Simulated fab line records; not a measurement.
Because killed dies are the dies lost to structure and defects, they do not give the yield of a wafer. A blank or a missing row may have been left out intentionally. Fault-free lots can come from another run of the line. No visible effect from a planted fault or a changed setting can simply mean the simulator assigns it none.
Chamber matching    flow n5-finfet    N5_GATE_CUT_PECVD_57 on pecvd-04: 3 sister chambers
The step deposits SiNx from SiH4/NH3/N2, target thk 21 nm. 3 wafers are shown with their chamber, then 9 later ones without.

## EACH WAFER AND ITS CHAMBER
wafer   chamber  throttle-valve-pct (%)
L088.1  0        37.7
L088.3  2        36.7
L088.6  1        40.9

## WAFERS WITHOUT THEIR CHAMBER
wafer   throttle-valve-pct (%)
L095.2  40.9
L095.3  37.6
L095.5  36.8
L096.1  36.9
L096.2  41.0
L096.3  37.7
L096.4  37.8
L096.5  41.0
L096.6  36.8

## EACH ONE'S CHAMBER
wafer   from the rows above  in truth
L095.2  1                    1
L095.3  0                    0
L095.5  2                    2
L096.1  2                    2
L096.2  1                    1
L096.3  0                    0
L096.4  0                    0
L096.5  1                    1
L096.6  2                    2
Correct placement for 9 of the 9. Not placeable from these rows: 0. Number placed wrongly: 0.
How it was worked out, from the rows above alone: a wafer's distance from a chamber is the root of the sum, over the readings, of the square of ((its reading less the chamber's mean) divided by the reading's scatter). If the next closest chamber is less than 2 further off than the closest, the wafer can't be placed; otherwise it belongs to the closest. The mean given for a chamber averages the wafers shown for that chamber. The scatter: with one shown wafer a chamber, the root of the mean of the squares of how far each hidden wafer lies from its nearest shown one.
